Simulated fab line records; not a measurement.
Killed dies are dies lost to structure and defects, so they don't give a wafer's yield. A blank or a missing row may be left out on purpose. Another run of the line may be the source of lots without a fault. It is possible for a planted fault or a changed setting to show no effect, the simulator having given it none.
Which tool did it? :: flow n5-finfet :: 8 lots, 24 wafers sampled, at 5 steps of a route of 1938

WHAT THE GAUGES READ, wafer by wafer
N5_BEOL_M15_RC_MEAS_101.
lot: L379
measured: day 12 07:33
on: prober-01
COMB_M10 (S/m): 1.19e-11 1.3e-11 1.14e-11
COMB_M11 (S/m): 1.5e-11 1.3e-11 1.3e-11
COMB_M12 (S/m): 4.7e-12 7.6e-12 7.1e-12
COMB_M13 (S/m): 6e-12 6.7e-12 5.5e-12
COMB_M14 (S/m): 3.7e-12 3.5e-12 4.7e-12
COMB_M15 (S/m): 2e-12 3.6e-12 1.6e-12
COMB_M5 (S/m): 3.3e-11 2.8e-11 3.2e-11
COMB_M6 (S/m): 2.6e-11 3.1e-11 2.8e-11
COMB_M7 (S/m): 3e-11 2.8e-11 3.1e-11
COMB_M8 (S/m): 2.1e-11 2.3e-11 2.6e-11
COMB_M9 (S/m): 1.77e-11 1.36e-11 1.58e-11
SERP_M10 (ohm/um): 2.94 2.96 2.93
SERP_M10_max_site (ohm/um): 3.02 3.00 2.96
SERP_M11 (ohm/um): 3.04 3.06 2.88
SERP_M12 (ohm/um): 0.687 0.653 0.655
SERP_M12_max_site (ohm/um): 0.712 0.662 0.669
SERP_M13 (ohm/um): 0.303 0.308 0.301
SERP_M13_max_site (ohm/um): 0.305 0.311 0.303
SERP_M14 (ohm/um): 0.157 0.156 0.153
SERP_M5 (ohm/um): 37.1 38.7 37.5
SERP_M6 (ohm/um): 14.7 14.5 14.6
SERP_M7 (ohm/um): 13.7 13.3 14.0
SERP_M7_max_site (ohm/um): 14.3 13.9 14.4
SERP_M8 (ohm/um): 13.6 14.2 13.3
SERP_M8_max_site (ohm/um): 13.9 14.4 13.8
SERP_M9 (ohm/um): 3.32 3.20 3.16

lot: L382
measured: day 13 04:28
on: prober-01
COMB_M10 (S/m): 1.67e-11 1.18e-11 2.05e-11
COMB_M11 (S/m): 1.5e-11 1.1e-11 1.7e-11
COMB_M12 (S/m): 5e-12 4.4e-12 5.1e-12
COMB_M13 (S/m): 4.1e-12 3.7e-12 3.4e-12
COMB_M14 (S/m): 4.3e-12 3.7e-12 4.9e-12
COMB_M15 (S/m): 1.3e-12 2.3e-12 2.3e-12
COMB_M5 (S/m): 2.9e-11 3.5e-11 3e-11
COMB_M6 (S/m): 2.6e-11 3e-11 3.1e-11
COMB_M7 (S/m): 3.1e-11 3.5e-11 3e-11
COMB_M8 (S/m): 3.7e-11 2.6e-11 2e-11
COMB_M9 (S/m): 1.58e-11 1.47e-11 1.58e-11
SERP_M10 (ohm/um): 2.97 3.00 3.10
SERP_M10_max_site (ohm/um): 3.02 3.11 3.14
SERP_M11 (ohm/um): 3.11 3.14 3.24
SERP_M12 (ohm/um): 0.618 0.657 0.615
SERP_M12_max_site (ohm/um): 0.632 0.671 0.634
SERP_M13 (ohm/um): 0.313 0.296 0.308
SERP_M13_max_site (ohm/um): 0.318 0.299 0.311
SERP_M14 (ohm/um): 0.151 0.159 0.163
SERP_M5 (ohm/um): 39.4 40.3 38.7
SERP_M6 (ohm/um): 13.3 13.3 14.1
SERP_M7 (ohm/um): 13.5 14.1 13.7
SERP_M7_max_site (ohm/um): 14.6 14.4 14.1
SERP_M8 (ohm/um): 13.6 12.8 13.6
SERP_M8_max_site (ohm/um): 14.3 14.3 14.2
SERP_M9 (ohm/um): 3.07 3.21 3.06

lot: L383
measured: day 13 08:34
on: prober-02
COMB_M10 (S/m): 9.7e-12 1.26e-11 1.76e-11
COMB_M11 (S/m): 1.4e-11 2e-11 1.7e-11
COMB_M12 (S/m): 5.2e-12 5.9e-12 4.9e-12
COMB_M13 (S/m): 7.1e-12 4.3e-12 4.3e-12
COMB_M14 (S/m): 2.5e-12 3e-12 3.2e-12
COMB_M15 (S/m): 3.1e-12 1.6e-12 2.3e-12
COMB_M5 (S/m): 4.5e-11 3.9e-11 4e-11
COMB_M6 (S/m): 2.4e-11 2.5e-11 2.2e-11
COMB_M7 (S/m): 2.8e-11 2.5e-11 2.6e-11
COMB_M8 (S/m): 2.9e-11 2.7e-11 3.5e-11
COMB_M9 (S/m): 1.16e-11 1.79e-11 9.7e-12
SERP_M10 (ohm/um): 3.06 3.17 3.21
SERP_M10_max_site (ohm/um): 3.16 3.23 3.25
SERP_M11 (ohm/um): 3.20 3.11 3.20
SERP_M12 (ohm/um): 0.628 0.639 0.615
SERP_M12_max_site (ohm/um): 0.634 0.650 0.633
SERP_M13 (ohm/um): 0.309 0.306 0.312
SERP_M13_max_site (ohm/um): 0.313 0.312 0.318
SERP_M14 (ohm/um): 0.159 0.157 0.157
SERP_M5 (ohm/um): 37.0 39.8 38.9
SERP_M6 (ohm/um): 13.8 13.5 12.7
SERP_M7 (ohm/um): 14.1 14.0 13.8
SERP_M7_max_site (ohm/um): 15.0 14.3 14.2
SERP_M8 (ohm/um): 13.8 14.1 14.1
SERP_M8_max_site (ohm/um): 14.0 14.5 14.6
SERP_M9 (ohm/um): 3.16 3.16 3.20

lot: L384
measured: day 13 20:41
on: prober-01
COMB_M10 (S/m): 1.06e-11 8.6e-12 2.01e-11
COMB_M11 (S/m): 1.6e-11 1.6e-11 1.6e-11
COMB_M12 (S/m): 6.3e-12 6.1e-12 5.3e-12
COMB_M13 (S/m): 4.6e-12 3.8e-12 5.1e-12
COMB_M14 (S/m): 3.8e-12 3.6e-12 5e-12
COMB_M15 (S/m): 2.6e-12 2e-12 1.6e-12
COMB_M5 (S/m): 3.4e-11 3.3e-11 4.4e-11
COMB_M6 (S/m): 3.5e-11 3.3e-11 2.4e-11
COMB_M7 (S/m): 2.8e-11 2.2e-11 2.6e-11
COMB_M8 (S/m): 2.9e-11 3.3e-11 3.5e-11
COMB_M9 (S/m): 1.35e-11 1.82e-11 1.89e-11
SERP_M10 (ohm/um): 3.10 2.95 2.95
SERP_M10_max_site (ohm/um): 3.16 3.09 3.01
SERP_M11 (ohm/um): 3.05 2.95 2.96
SERP_M12 (ohm/um): 0.617 0.630 0.635
SERP_M12_max_site (ohm/um): 0.628 0.636 0.642
SERP_M13 (ohm/um): 0.315 0.305 0.303
SERP_M13_max_site (ohm/um): 0.317 0.307 0.305
SERP_M14 (ohm/um): 0.157 0.156 0.157
SERP_M5 (ohm/um): 38.2 40.9 37.1
SERP_M6 (ohm/um): 13.4 14.2 14.2
SERP_M7 (ohm/um): 14.1 14.4 13.5
SERP_M7_max_site (ohm/um): 15.3 14.9 14.3
SERP_M8 (ohm/um): 13.3 14.8 13.6
SERP_M8_max_site (ohm/um): 14.0 14.9 14.3
SERP_M9 (ohm/um): 3.10 3.11 3.08

lot: L386
measured: day 14 03:27
on: prober-02
COMB_M10 (S/m): 1.25e-11 1.13e-11 1.18e-11
COMB_M11 (S/m): 1.6e-11 1.2e-11 1.3e-11
COMB_M12 (S/m): 6.9e-12 7.5e-12 5.5e-12
COMB_M13 (S/m): 4.2e-12 5e-12 4.6e-12
COMB_M14 (S/m): 2.6e-12 4.2e-12 4.2e-12
COMB_M15 (S/m): 2.3e-12 1.4e-12 1.6e-12
COMB_M5 (S/m): 4.2e-11 3.8e-11 2.9e-11
COMB_M6 (S/m): 2.3e-11 2.4e-11 3e-11
COMB_M7 (S/m): 2e-11 1.9e-11 1.8e-11
COMB_M8 (S/m): 2.7e-11 2.6e-11 3e-11
COMB_M9 (S/m): 1.79e-11 1.05e-11 1.78e-11
SERP_M10 (ohm/um): 3.17 2.97 3.18
SERP_M10_max_site (ohm/um): 3.25 3.22 3.24
SERP_M11 (ohm/um): 3.23 3.20 3.24
SERP_M12 (ohm/um): 0.623 0.632 0.622
SERP_M12_max_site (ohm/um): 0.632 0.644 0.633
SERP_M13 (ohm/um): 0.307 0.307 0.307
SERP_M13_max_site (ohm/um): 0.309 0.309 0.312
SERP_M14 (ohm/um): 0.167 0.162 0.158
SERP_M5 (ohm/um): 40.6 41.6 41.0
SERP_M6 (ohm/um): 14.2 14.0 14.3
SERP_M7 (ohm/um): 15.5 14.3 14.6
SERP_M7_max_site (ohm/um): 16.4 14.7 15.4
SERP_M8 (ohm/um): 14.3 14.6 14.3
SERP_M8_max_site (ohm/um): 14.9 15.3 14.6
SERP_M9 (ohm/um): 2.99 3.06 3.04

lot: L388
measured: day 14 12:07
on: prober-02
COMB_M10 (S/m): 1.25e-11 9.9e-12 1.11e-11
COMB_M11 (S/m): 1.6e-11 1.2e-11 1.6e-11
COMB_M12 (S/m): 4.8e-12 4.9e-12 4e-12
COMB_M13 (S/m): 3.3e-12 4.4e-12 4.1e-12
COMB_M14 (S/m): 4.6e-12 3.9e-12 4.6e-12
COMB_M15 (S/m): 1.6e-12 1.1e-12 1e-12
COMB_M5 (S/m): 4e-11 3.8e-11 2.8e-11
COMB_M6 (S/m): 1.9e-11 2.3e-11 1.9e-11
COMB_M7 (S/m): 3e-11 2.5e-11 2.2e-11
COMB_M8 (S/m): 2.1e-11 2.3e-11 2.9e-11
COMB_M9 (S/m): 1.52e-11 1.72e-11 1.5e-11
SERP_M10 (ohm/um): 3.11 3.12 3.14
SERP_M10_max_site (ohm/um): 3.18 3.19 3.33
SERP_M11 (ohm/um): 3.02 3.33 3.10
SERP_M12 (ohm/um): 0.657 0.633 0.645
SERP_M12_max_site (ohm/um): 0.672 0.653 0.658
SERP_M13 (ohm/um): 0.307 0.309 0.308
SERP_M13_max_site (ohm/um): 0.309 0.311 0.313
SERP_M14 (ohm/um): 0.153 0.153 0.165
SERP_M5 (ohm/um): 38.6 39.4 39.2
SERP_M6 (ohm/um): 14.9 14.9 14.5
SERP_M7 (ohm/um): 13.9 12.8 13.8
SERP_M7_max_site (ohm/um): 14.1 13.3 14.5
SERP_M8 (ohm/um): 14.0 14.1 13.3
SERP_M8_max_site (ohm/um): 14.5 14.6 13.8
SERP_M9 (ohm/um): 2.90 3.20 2.96

lot: L398
measured: day 17 07:16
on: prober-01
COMB_M10 (S/m): 9.9e-12 1.49e-11 1.3e-11
COMB_M11 (S/m): 1.7e-11 1.5e-11 2.3e-11
COMB_M12 (S/m): 3.9e-12 4.7e-12 4.5e-12
COMB_M13 (S/m): 4.1e-12 3.8e-12 3.7e-12
COMB_M14 (S/m): 4.7e-12 4.4e-12 3.9e-12
COMB_M15 (S/m): 2.7e-12 2.9e-12 3.2e-12
COMB_M5 (S/m): 4.7e-11 3.1e-11 5.4e-11
COMB_M6 (S/m): 3.3e-11 2.1e-11 2.6e-11
COMB_M7 (S/m): 2.2e-11 2.6e-11 2.4e-11
COMB_M8 (S/m): 2.3e-11 2.8e-11 2.6e-11
COMB_M9 (S/m): 1.59e-11 1.47e-11 1.26e-11
SERP_M10 (ohm/um): 3.08 3.27 3.15
SERP_M10_max_site (ohm/um): 3.13 3.32 3.23
SERP_M11 (ohm/um): 3.26 3.16 3.17
SERP_M12 (ohm/um): 0.641 0.616 0.631
SERP_M12_max_site (ohm/um): 0.645 0.635 0.642
SERP_M13 (ohm/um): 0.327 0.337 0.325
SERP_M13_max_site (ohm/um): 0.330 0.339 0.331
SERP_M14 (ohm/um): 0.171 0.164 0.168
SERP_M5 (ohm/um): 40.4 37.8 40.2
SERP_M6 (ohm/um): 14.2 14.2 14.6
SERP_M7 (ohm/um): 13.6 13.8 13.5
SERP_M7_max_site (ohm/um): 14.1 14.5 14.1
SERP_M8 (ohm/um): 13.5 14.0 14.6
SERP_M8_max_site (ohm/um): 13.9 14.3 14.8
SERP_M9 (ohm/um): 3.14 3.20 3.18

lot: L401
measured: day 18 16:37
on: prober-01
COMB_M10 (S/m): 1.22e-11 1.4e-11 1.15e-11
COMB_M11 (S/m): 2e-11 2.2e-11 1.6e-11
COMB_M12 (S/m): 8.9e-12 5.8e-12 6.1e-12
COMB_M13 (S/m): 4.3e-12 5.3e-12 4.7e-12
COMB_M14 (S/m): 2.5e-12 2.2e-12 3.3e-12
COMB_M15 (S/m): 2.5e-12 3.2e-12 2.6e-12
COMB_M5 (S/m): 3.9e-11 4.1e-11 3e-11
COMB_M6 (S/m): 3.2e-11 2.2e-11 2.7e-11
COMB_M7 (S/m): 2.1e-11 2.2e-11 2.8e-11
COMB_M8 (S/m): 3.3e-11 2.2e-11 2.3e-11
COMB_M9 (S/m): 1.7e-11 1.7e-11 2e-11
SERP_M10 (ohm/um): 3.17 3.25 3.03
SERP_M10_max_site (ohm/um): 3.26 3.37 3.08
SERP_M11 (ohm/um): 3.23 3.13 2.95
SERP_M12 (ohm/um): 0.612 0.614 0.646
SERP_M12_max_site (ohm/um): 0.619 0.626 0.656
SERP_M13 (ohm/um): 0.306 0.302 0.307
SERP_M13_max_site (ohm/um): 0.308 0.303 0.312
SERP_M14 (ohm/um): 0.156 0.154 0.165
SERP_M5 (ohm/um): 41.8 36.5 38.3
SERP_M6 (ohm/um): 14.5 14.2 13.7
SERP_M7 (ohm/um): 14.0 14.0 13.8
SERP_M7_max_site (ohm/um): 14.4 14.4 14.0
SERP_M8 (ohm/um): 14.2 14.0 14.9
SERP_M8_max_site (ohm/um): 15.1 14.8 15.6
SERP_M9 (ohm/um): 3.16 3.03 3.19

WHAT TOOL EACH LOT RAN ON (gives the tool, then ch and the chambers of the sampled wafers, and finally the start)
lot: L379
N5_HKMG_FIN_WET_ETCH_73: wet-bench-02 ch 4,5,6, day 4 12:39
N5_BEOL_M15_STRIP_63: rie-diel-05 ch 0,2,3, day 12 05:33 or earlier
N5_BEOL_M15_STRIP_64: rie-diel-05 ch 0,2,3, day 12 05:33 or earlier
N5_BEOL_M15_SPUTTER_43: pvd-sputter-02, day 12 05:33

lot: L382
N5_HKMG_FIN_WET_ETCH_73: wet-bench-02 ch 0,3,7, day 5 07:51
N5_BEOL_M15_STRIP_63: rie-diel-03 ch 0,2,3, day 13 02:50 or earlier
N5_BEOL_M15_STRIP_64: rie-diel-03 ch 0,2,3, day 13 02:50 or earlier
N5_BEOL_M15_SPUTTER_43: pvd-sputter-03, day 13 02:50

lot: L383
N5_HKMG_FIN_WET_ETCH_73: wet-bench-02 ch 0,4,6, day 5 11:52
N5_BEOL_M15_STRIP_63: rie-diel-05 ch 0,1, day 13 07:07 or earlier
N5_BEOL_M15_STRIP_64: rie-diel-05 ch 0,1, day 13 07:07 or earlier
N5_BEOL_M15_SPUTTER_43: pvd-sputter-01, day 13 07:07

lot: L384
N5_HKMG_FIN_WET_ETCH_73: wet-bench-02 ch 1,2,7, day 5 23:56
N5_BEOL_M15_STRIP_63: rie-diel-03 ch 0,1,2, day 13 19:14 or earlier
N5_BEOL_M15_STRIP_64: rie-diel-03 ch 0,1,2, day 13 19:14 or earlier
N5_BEOL_M15_SPUTTER_43: pvd-sputter-03, day 13 19:14

lot: L386
N5_HKMG_FIN_WET_ETCH_73: wet-bench-02 ch 1,3,6, day 6 08:01
N5_BEOL_M15_STRIP_63: rie-diel-04 ch 1,2, day 14 02:03 or earlier
N5_BEOL_M15_STRIP_64: rie-diel-04 ch 1,2, day 14 02:03 or earlier
N5_BEOL_M15_SPUTTER_43: pvd-sputter-03, day 14 02:03

lot: L388
N5_HKMG_FIN_WET_ETCH_73: wet-bench-05 ch 1,3,7, day 6 23:07
N5_BEOL_M15_STRIP_63: rie-diel-05 ch 0,1, day 14 10:38 or earlier
N5_BEOL_M15_STRIP_64: rie-diel-05 ch 0,1, day 14 10:38 or earlier
N5_BEOL_M15_SPUTTER_43: pvd-sputter-01, day 14 10:38

lot: L398
N5_HKMG_FIN_WET_ETCH_73: wet-bench-02 ch 3,4,6, day 9 08:55
N5_BEOL_M15_STRIP_63: rie-diel-04 ch 0,1,2, day 17 05:48 or earlier
N5_BEOL_M15_STRIP_64: rie-diel-04 ch 0,1,2, day 17 05:48 or earlier
N5_BEOL_M15_SPUTTER_43: pvd-sputter-01, day 17 05:48

lot: L401
N5_HKMG_FIN_WET_ETCH_73: wet-bench-03 ch 3,4,7, day 10 03:15
N5_BEOL_M15_STRIP_63: rie-diel-04 ch 1,2,3, day 18 15:18 or earlier
N5_BEOL_M15_STRIP_64: rie-diel-04 ch 1,2,3, day 18 15:18 or earlier
N5_BEOL_M15_SPUTTER_43: pvd-sputter-03, day 18 15:18
- N5_HKMG_FIN_WET_ETCH_73: etches the open film in SC1, time 42.3 s, target depth 1.3 nm, rinse time 30 s.
- N5_BEOL_M15_STRIP_63: strips in O2.
- N5_BEOL_M15_STRIP_64: strips in O2.
- N5_BEOL_M15_SPUTTER_43: material TaN, target thk 15 nm, time 24.19 s.

AS READ BY THE TOOLS THEMSELVES (means over the sampled wafers that have a number; for cases with no such wafer, the mark the record gives instead)
N5_BEOL_M15_STRIP_63.
lot: L379
tool: rie-diel-05
drypump-motor-current-A (A): 5.6
oes-product-au (a.u.): 0.71
rf-vpp-V (V): 4.3
showerhead-plenum-p-Torr (Torr): 2.12
throttle-valve-pct (%): 16.83

lot: L382
tool: rie-diel-03
drypump-motor-current-A (A): 5.4
oes-product-au (a.u.): 0.83
rf-vpp-V (V): 4.0
showerhead-plenum-p-Torr (Torr): 2.12
throttle-valve-pct (%): 16.71

lot: L383
tool: rie-diel-05
drypump-motor-current-A (A): 5.7
oes-product-au (a.u.): 0.69
rf-vpp-V (V): 3.7
showerhead-plenum-p-Torr (Torr): 2.12
throttle-valve-pct (%): 16.92

lot: L384
tool: rie-diel-03
drypump-motor-current-A (A): 5.2
oes-product-au (a.u.): 0.83
rf-vpp-V (V): 3.3
showerhead-plenum-p-Torr (Torr): 2.10
throttle-valve-pct (%): 16.64

lot: L386
tool: rie-diel-04
drypump-motor-current-A (A): 5.9
oes-product-au (a.u.): 0.80
rf-vpp-V (V): 3.6
showerhead-plenum-p-Torr (Torr): 2.14
throttle-valve-pct (%): 16.78

lot: L388
tool: rie-diel-05
drypump-motor-current-A (A): 5.7
oes-product-au (a.u.): 0.69
rf-vpp-V (V): 3.1
showerhead-plenum-p-Torr (Torr): 2.15
throttle-valve-pct (%): 16.99

lot: L398
tool: rie-diel-04
drypump-motor-current-A (A): 6.0
oes-product-au (a.u.): 0.76
rf-vpp-V (V): 4.2
showerhead-plenum-p-Torr (Torr): 2.12
throttle-valve-pct (%): 16.73

lot: L401
tool: rie-diel-04
drypump-motor-current-A (A): 5.7
oes-product-au (a.u.): 0.81
rf-vpp-V (V): 3.9
showerhead-plenum-p-Torr (Torr): 2.12
throttle-valve-pct (%): 16.68

N5_BEOL_M15_STRIP_64.
lot: L379
tool: rie-diel-05
drypump-motor-current-A (A): 5.7
oes-product-au (a.u.): 0.71
rf-vpp-V (V): 3.2
showerhead-plenum-p-Torr (Torr): 2.12
throttle-valve-pct (%): 16.85

lot: L382
tool: rie-diel-03
drypump-motor-current-A (A): 5.4
oes-product-au (a.u.): 0.84
rf-vpp-V (V): 3.6
showerhead-plenum-p-Torr (Torr): 2.12
throttle-valve-pct (%): 16.69

lot: L383
tool: rie-diel-05
drypump-motor-current-A (A): 5.6
oes-product-au (a.u.): 0.70
rf-vpp-V (V): 3.4
showerhead-plenum-p-Torr (Torr): 2.12
throttle-valve-pct (%): 16.93

lot: L384
tool: rie-diel-03
drypump-motor-current-A (A): 5.2
oes-product-au (a.u.): 0.83
rf-vpp-V (V): 3.6
showerhead-plenum-p-Torr (Torr): 2.10
throttle-valve-pct (%): 16.63

lot: L386
tool: rie-diel-04
drypump-motor-current-A (A): 5.8
oes-product-au (a.u.): 0.80
rf-vpp-V (V): 3.8
showerhead-plenum-p-Torr (Torr): 2.14
throttle-valve-pct (%): 16.77

lot: L388
tool: rie-diel-05
drypump-motor-current-A (A): 5.7
oes-product-au (a.u.): 0.70
rf-vpp-V (V): 4.0
showerhead-plenum-p-Torr (Torr): 2.15
throttle-valve-pct (%): 16.99

lot: L398
tool: rie-diel-04
drypump-motor-current-A (A): 6.0
oes-product-au (a.u.): 0.76
rf-vpp-V (V): 3.1
showerhead-plenum-p-Torr (Torr): 2.13
throttle-valve-pct (%): 16.74

lot: L401
tool: rie-diel-04
drypump-motor-current-A (A): 5.7
oes-product-au (a.u.): 0.82
rf-vpp-V (V): 3.7
showerhead-plenum-p-Torr (Torr): 2.12
throttle-valve-pct (%): 16.68

N5_BEOL_M15_SPUTTER_43.
lot: L379
tool: pvd-sputter-02
throttle-valve-pct (%): 29.4

lot: L382
tool: pvd-sputter-03
throttle-valve-pct (%): 29.5

lot: L383
tool: pvd-sputter-01
throttle-valve-pct (%): 31.4

lot: L384
tool: pvd-sputter-03
throttle-valve-pct (%): 29.9

lot: L386
tool: pvd-sputter-03
throttle-valve-pct (%): 31.4

lot: L388
tool: pvd-sputter-01
throttle-valve-pct (%): 31.3

lot: L398
tool: pvd-sputter-01
throttle-valve-pct (%): 31.0

lot: L401
tool: pvd-sputter-03
throttle-valve-pct (%): 30.6

THE ANSWER, worked out from the rows above alone
Rule: usual is defined by the lots themselves. Put in order of their means at a reading, lots are off if they are a third of the lots or fewer, leave a main group of 4 or more, and stand apart from it by a gap of 3 or more times the standard deviation of the main group's means; of several such gaps the widest counts. A main group whose means are all the same, to the digits that the tables above print for the reading, isn't used. Also off: a lot with no number at a reading for which 4 or more lots have one. The other lots that the step has rows for count as sound. After the gauges, taken in route order, come the tools' own readings; for these a lot's mean is taken, as printed above. At the first step where some lot is off, the reading lying furthest off is the one used; lots without a number count as furthest.
Off: L398, seen at N5_BEOL_M15_RC_MEAS_101 (SERP_M13). The main group: mean 0.307 ohm/um, standard deviation 0.0017.
A tool fits if, at a process step before that reading, it ran every lot that is off, and no sound lot after the first of them. Those tools and the gauges at N5_BEOL_M15_RC_MEAS_101 are tried in the same way. Because N5_BEOL_M15_STRIP_63 lacks a start for some lots, the hours and order of its lots are taken from N5_BEOL_M15_SPUTTER_43. Because N5_BEOL_M15_STRIP_64 lacks a start for some lots, the hours and order of its lots are taken from N5_BEOL_M15_SPUTTER_43. This does not decide it: 2 tools fit, namely wet-bench-02 at N5_HKMG_FIN_WET_ETCH_73 and pvd-sputter-01 at N5_BEOL_M15_SPUTTER_43.

WHAT THE SIMULATOR HAD INSERTED
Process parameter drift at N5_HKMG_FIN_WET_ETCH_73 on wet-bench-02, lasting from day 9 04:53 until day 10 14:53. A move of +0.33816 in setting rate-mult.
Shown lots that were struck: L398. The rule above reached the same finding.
